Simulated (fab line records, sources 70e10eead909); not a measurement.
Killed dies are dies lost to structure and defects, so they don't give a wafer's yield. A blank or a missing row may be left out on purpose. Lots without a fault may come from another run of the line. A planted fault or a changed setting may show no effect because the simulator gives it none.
fab line records | flow nand_harc
record lots=13 wafers=39 last_day=33
route steps=1302 shown A_ZERO_WELL@403 A_ONON_D1@433 A_CHANNEL_HOLE_D1@450
lots that met no fault: from a run of the same line without faults
start_h: hours from the record's first day to the start of the lot's first wafer shown | wait_h: hours since the lot's step before | " the same as in the row above | L1.1+2: a row that stands for several wafers | - no value, or no start given | * or withheld: withheld | < > ~ a bound
route shown NAME@n: a module of which the file shows steps, and the number in the route of the first | usual: mean/standard deviation of fault-free wafers | same: alike in all rows | chamber/n: place in a boat | sites: the reading at each site | _std_site: their standard deviation | _edge_site: outer sites' mean less inner sites' | radius_mm: how far each site lies from the wafer's centre | mask NAME#n: copy n | behind: the tool/chamber that last shaped the wafer | hold: why the lot was held/for how many hours/how that ended | device: the transistor (n, p or np) that didn't switch | end of line: the same wafers' tests at the end of the route | a step without rows: its recipe alone | killed: dies lost to structure and defects at the first sort, not the wafer's yield | map: a wafer's dies, x killed, . not, _ none there
set.NAME: the setting as run; set.NAME@STEP: as run at that earlier step | model.NAME: the simulator's own value behind a step, which no gauge read
steps of the route over a sample of lots; a table a step, a row a wafer
services: from which hour (start_h, from the record's first day; less than 0 if before it) a tool's chamber was out of use, for how many hours, and why
## steps
# step NHARC_A_ZERO_WELL_DESCUM_12
# recipe time_s=3 o2_flow_sccm=200 ar_flow_sccm=0 bias_power_w=0 chemistry=O2
# usual drypump_motor_current_A=5.6/0.42 o2_flow_sccm=200.1/0.58 oes_product_au=1.002/0.0064 rf_vpp_V=57.9/0.97 showerhead_plenum_p_Torr=1.91/0.091 throttle_valve_pct=11.311/0.0099
# same bias_power_w=0
# columns lot.wafer tool chamber start_h wait_h drypump_motor_current_A o2_flow_sccm oes_product_au rf_hours_counter_h rf_vpp_V showerhead_plenum_p_Torr throttle_valve_pct
L102.2 rie_diel-07 1 153.89 - 5.7 200.2 1.000 1 57.6 1.86 11.313
L102.3 " 3 " " 5.2 199.7 1.009 1 58.1 2.00 11.312
L102.1 " 0 " " 5.4 200.1 1.013 1 57.9 1.98 11.315
L103.1 rie_diel-07 3 155.55 - 5.2 199.9 1.012 1 57.8 2.00 11.308
L103.3 " 0 " " 5.4 200.5 1.005 1 58.1 1.98 11.286
L103.5 " 3 " " 5.2 199.6 1.006 - 60.2 2.00 11.312
L104.1 rie_diel-04 1 162.30 - 5.0 200.3 1.006 47 56.9 1.80 11.295
L104.4 " 2 " " 5.4 200.1 0.995 55 56.6 1.82 11.292
L104.5 " 1 " " 5.0 200.3 1.007 - 58.2 1.80 11.317
L105.2 rie_diel-11 2 166.70 - 5.1 199.0 0.985 12 59.3 1.77 11.314
L105.4 " 1 " " 5.5 201.2 1.004 12 57.3 1.78 11.303
L105.6 " 2 " " 5.1 200.0 0.993 - 58.2 1.77 11.317
L106.2 rie_diel-07 1 179.79 - 5.7 200.2 0.996 1 56.9 1.86 11.305
L106.1 " 2 " " 6.3 198.6 1.002 2 59.2 1.96 11.298
L106.3 " 0 " " 5.4 200.2 1.003 2 59.5 1.98 11.326
L107.1 rie_diel-07 0 191.89 - 5.4 199.7 1.003 3 57.8 1.98 11.308
L107.2 " 1 " " 5.7 199.9 0.999 2 58.6 1.86 11.314
L107.3 " 2 " " 6.3 200.5 1.002 2 58.3 1.96 11.296
L108.1 rie_diel-11 0 201.02 - 6.3 199.1 1.001 20 57.6 1.83 11.295
L108.2 " 1 " " 5.5 200.0 1.014 19 56.9 1.78 11.320
L108.6 " 0 " " 6.3 199.8 0.995 - 56.5 1.83 11.328
L117.2 rie_diel-07 1 289.46 - 5.7 202.0 0.990 6 57.3 1.85 11.299
L117.1 " 2 " " 6.3 200.3 0.991 6 58.1 1.96 11.334
L117.6 " 3 " " 5.3 198.7 1.002 - 59.2 2.00 11.304
L116.2 rie_diel-07 1 290.72 - 5.8 199.9 1.013 6 56.6 1.85 11.304
L116.4 " 2 " " 6.3 199.3 0.995 6 57.9 1.96 11.323
L116.5 " 0 " " 5.4 200.5 0.997 - 59.3 1.98 11.300
L121.3 rie_diel-07 3 330.32 - 5.2 200.3 1.000 1 58.1 1.99 11.324
L121.1 " 2 " " 6.3 199.9 0.991 1 56.2 1.96 11.299
L121.4 " 2 " " 6.3 199.8 0.990 - 58.2 1.96 11.302
L122.3 rie_diel-11 1 343.58 - 5.5 200.4 1.003 14 57.2 1.77 11.317
L122.1 " 2 " " 5.1 200.3 1.005 15 59.1 2.07 11.315
L122.6 " 3 " " 5.6 199.8 0.996 - 57.0 1.76 11.316
L124.1 rie_diel-11 0 356.65 - 6.3 200.1 0.999 17 54.8 1.82 11.314
L124.2 " 1 " " 5.5 200.6 1.010 18 57.1 1.77 11.310
L124.5 " 2 " " 5.1 200.9 1.001 - 57.8 2.07 11.315
L125.4 rie_diel-07 1 368.30 - 5.7 200.0 1.005 2 56.7 1.85 11.323
L125.3 " 3 " " 5.2 200.1 1.006 3 57.6 1.99 11.317
L125.2 " 0 " " 5.3 200.6 1.009 3 56.7 1.97 11.297
# step NHARC_A_ONON_D1_THK_MEAS_14
# recipe thk_meas_gauge=ellipsometry
# usual thk_nm=998/7
# columns lot.wafer tool chamber start_h wait_h thk_nm
L103.1 film_metro-02 - 179.24 - 999
L103.3 " - " " 1000
L103.5 " - " " 998
L102.1 film_metro-01 - 179.25 - 984
L102.2 " - " " 982
L102.3 " - " " 984
L104.1 film_metro-02 - 185.90 - 997
L104.4 " - " " 998
L104.5 " - " " 998
L105.2 film_metro-02 - 191.02 - 993
L105.4 " - " " 993
L105.6 " - " " 996
L106.1 film_metro-01 - 210.63 - 982
L106.2 " - " " 982
L106.3 " - " " 982
L107.1 film_metro-01 - 217.86 - 1008
L107.2 " - " " 1007
L107.3 " - " " 1008
L108.1 film_metro-02 - 226.92 - 1002
L108.2 " - " " 1003
L108.6 " - " " 1005
L117.1 film_metro-02 - 315.86 - 994
L117.2 " - " " 994
L117.6 " - " " 994
L116.2 film_metro-01 - 315.88 - 1009
L116.4 " - " " 1007
L116.5 " - " " 1009
L121.1 film_metro-02 - 355.78 - 1001
L121.3 " - " " 997
L121.4 " - " " 998
L122.1 film_metro-01 - 370.21 - 1007
L122.3 " - " " 1006
L122.6 " - " " 1007
L124.1 film_metro-01 - 383.36 - 1001
L124.2 " - " " 1002
L124.5 " - " " 999
L125.2 film_metro-02 - 393.06 - 1001
L125.3 " - " " 999
L125.4 " - " " 1001
# step NHARC_A_ONON_D1_DEP_19
# recipe target_thk_a=10000 n2_flow_sccm=2750 n2o_flow_sccm=2000 nh3_flow_sccm=500 sih4_flow_sccm=210 temp_c=400
# columns lot.wafer tool chamber start_h wait_h
L102.1+2+3 pecvd_onon-03 0 187.06 0.1
L103.1+3+5 pecvd_onon-04 0 187.06 0.1
L104.1+4+5 pecvd_onon-03 0 195.10 0.1
L105.2+4+6 pecvd_onon-02 0 202.12 0.1
L106.1+2+3 pecvd_onon-04 0 218.42 0.1
L107.1+2+3 pecvd_onon-03 0 226.33 0.1
L108.1+2+6 pecvd_onon-04 0 234.77 0.1
L117.1+2+6 pecvd_onon-02 0 323.54 0.1
L116.2+4+5 pecvd_onon-03 0 323.60 0.1
L121.1+3+4 pecvd_onon-02 0 360.87 0.1
L122.1+3+6 pecvd_onon-04 0 378.64 0.1
L124.1+2+5 pecvd_onon-03 0 392.73 0.1
L125.2+3+4 pecvd_onon-04 0 401.75 0.1
# step NHARC_A_ONON_D1_THK_MEAS_21
# recipe thk_meas_gauge=ellipsometry
# usual thk_nm=1002/9
# columns lot.wafer tool chamber start_h wait_h thk_nm
L102.1 film_metro-02 - 187.57 - 1023
L102.2 " - " " 1024
L102.3 " - " " 1023
L103.1 film_metro-01 - 187.57 - 1016
L103.3 " - " " 1015
L103.5 " - " " 1014
L104.1 film_metro-01 - 195.61 - 984
L104.4 " - " " 983
L104.5 " - " " 984
L105.2 film_metro-01 - 202.57 - 989
L105.4 " - " " 986
L105.6 " - " " 988
L106.1 film_metro-01 - 218.93 - 1000
L106.2 " - " " 1002
L106.3 " - " " 1002
L107.1 film_metro-01 - 226.83 - 1001
L107.2 " - " " 1001
L107.3 " - " " 1001
L108.1 film_metro-01 - 235.28 - 1006
L108.2 " - " " 1006
L108.6 " - " " 1007
L116.2 film_metro-02 - 324.05 - 1000
L116.4 " - " " 998
L116.5 " - " " 1047
L117.1 film_metro-01 - 324.05 - 991
L117.2 " - " " 992
L117.6 " - " " 992
L121.1 film_metro-02 - 361.39 - 1008
L121.3 " - " " 1008
L121.4 " - " " 1007
L122.1 film_metro-01 - 379.16 - 994
L122.3 " - " " 993
L122.6 " - " " 994
L124.1 film_metro-01 - 393.24 - 1007
L124.2 " - " " 1006
L124.5 " - " " 1004
L125.2 film_metro-01 - 402.20 - 1006
L125.3 " - " " 1006
L125.4 " - " " 1005
# step NHARC_A_CHANNEL_HOLE_D1_DEP_00
# recipe target_thk_a=31000 temp_c=400 material=aC
# usual throttle_valve_pct=35.000/0.0082
# columns lot.wafer tool chamber start_h wait_h throttle_valve_pct
L102.1 acl_dep-02 0 192.52 2.5 34.992
L102.2 " 0 " " 34.989
L102.3 " 0 " " 34.990
L103.1 acl_dep-02 0 194.46 4.3 34.999
L103.3 " 0 " " 34.985
L103.5 " 0 " " 35.017
L104.1 acl_dep-02 0 202.04 4.2 34.996
L104.4 " 0 " " 35.005
L104.5 " 0 " " 34.985
L105.2 acl_dep-02 0 207.96 3.1 35.012
L105.4 " 0 " " 34.992
L105.6 " 0 " " 34.998
L106.1 acl_dep-01 0 221.23 0.1 34.999
L106.2 " 0 " " 34.999
L106.3 " 0 " " 34.996
L107.1 acl_dep-01 0 231.37 2.3 35.004
L107.2 " 0 " " 35.008
L107.3 " 0 " " 34.981
L108.1 acl_dep-02 0 237.64 0.1 35.005
L108.2 " 0 " " 34.996
L108.6 " 0 239.22 1.7 35.008
L116.2 acl_dep-03 0 326.68 0.4 35.004
L116.4 " 0 " " 34.996
L117.1 acl_dep-01 0 327.36 1.1 35.005
L117.2 " 0 " " 35.010
L117.6 " 0 328.90 2.6 34.999
L121.1 acl_dep-02 0 363.68 0.1 35.004
L121.3 " 0 " " 34.995
L121.4 " 0 " " 34.994
L122.1 acl_dep-03 0 384.66 3.3 35.004
L122.3 " 0 " " 34.999
L122.6 " 0 " " 35.009
L124.1 acl_dep-01 0 395.96 0.5 34.994
L124.2 " 0 " " 34.988
L124.5 " 0 " " 34.995
L125.2 acl_dep-01 0 405.38 0.9 35.002
L125.3 " 0 " " 35.008
L125.4 " 0 " " 35.000
## services
# columns tool chamber start_h hours kind
pecvd_onon-04 - 130.00 13.0 pm
acl_dep-02 - 171.81 1.0 repair
rie_diel-11 3 173.97 12.4 repair
rie_diel-04 - 179.00 9.0 pm
pecvd_onon-04 - 180.76 2.7 repair
pecvd_onon-02 - 185.19 13.0 pm
acl_dep-01 - 188.69 13.0 pm
rie_diel-04 1 196.42 7.9 repair
rie_diel-11 0 210.85 1.4 repair
rie_diel-11 2 213.03 10.5 repair
rie_diel-11 2 226.45 10.4 repair
pecvd_onon-03 - 227.11 13.0 pm
rie_diel-11 - 239.02 0.7 repair
acl_dep-02 - 243.21 13.0 pm
rie_diel-11 - 255.50 9.0 pm
rie_diel-07 0 261.83 5.6 repair
rie_diel-07 - 294.20 9.0 pm
acl_dep-03 - 305.95 13.0 pm
pecvd_onon-04 - 311.10 13.0 pm
rie_diel-07 1 314.67 23.4 repair
rie_diel-07 2 336.29 3.9 repair
pecvd_onon-02 - 366.19 13.0 pm
acl_dep-01 - 370.24 13.0 pm
pecvd_onon-02 - 405.97 6.5 repair
## key
first_sign step=NHARC_A_ONON_D1_THK_MEAS_21 reading=thk_nm direction=up sigmas=5.1 usual=1002 struck=1047
effect none on later readings
met_at NHARC_A_ONON_D1_DEP_19
struck_lots L116
struck_wafers L116.5
later_rows_left_out L116.5
sort_left_out L116.5
tester_left_out L116
not_acting_at NHARC_A_ZERO_WELL_DESCUM_12,NHARC_A_ONON_D1_THK_MEAS_14,NHARC_A_CHANNEL_HOLE_D1_DEP_00
onset_between 226.33 323.60
fault kind=process_parameter_drift tool=pecvd_onon-03 chamber=- onset_h=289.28 steps=NHARC_A_ONON_D1_DEP_19 channel=target_thk_a offset=* shape=step end_h=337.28 scope=struck_wafers_only acts_in=* stated=*
# tester_left_out: of these lots the tester's yield and bins aren't shown, on N5 and GAA mostly nor the transistor test; their killed dies are dies lost to structure and defects alone, not to doping, threshold or leakage, so they don't give the yield
# sort_left_out: the simulated sort isn't trusted on such a fault, so these wafers' sort isn't shown, and their yield isn't known
# later_rows_left_out: the simulator's readings of these wafers behind a module that went badly wrong aren't trusted and aren't shown, but for the sort
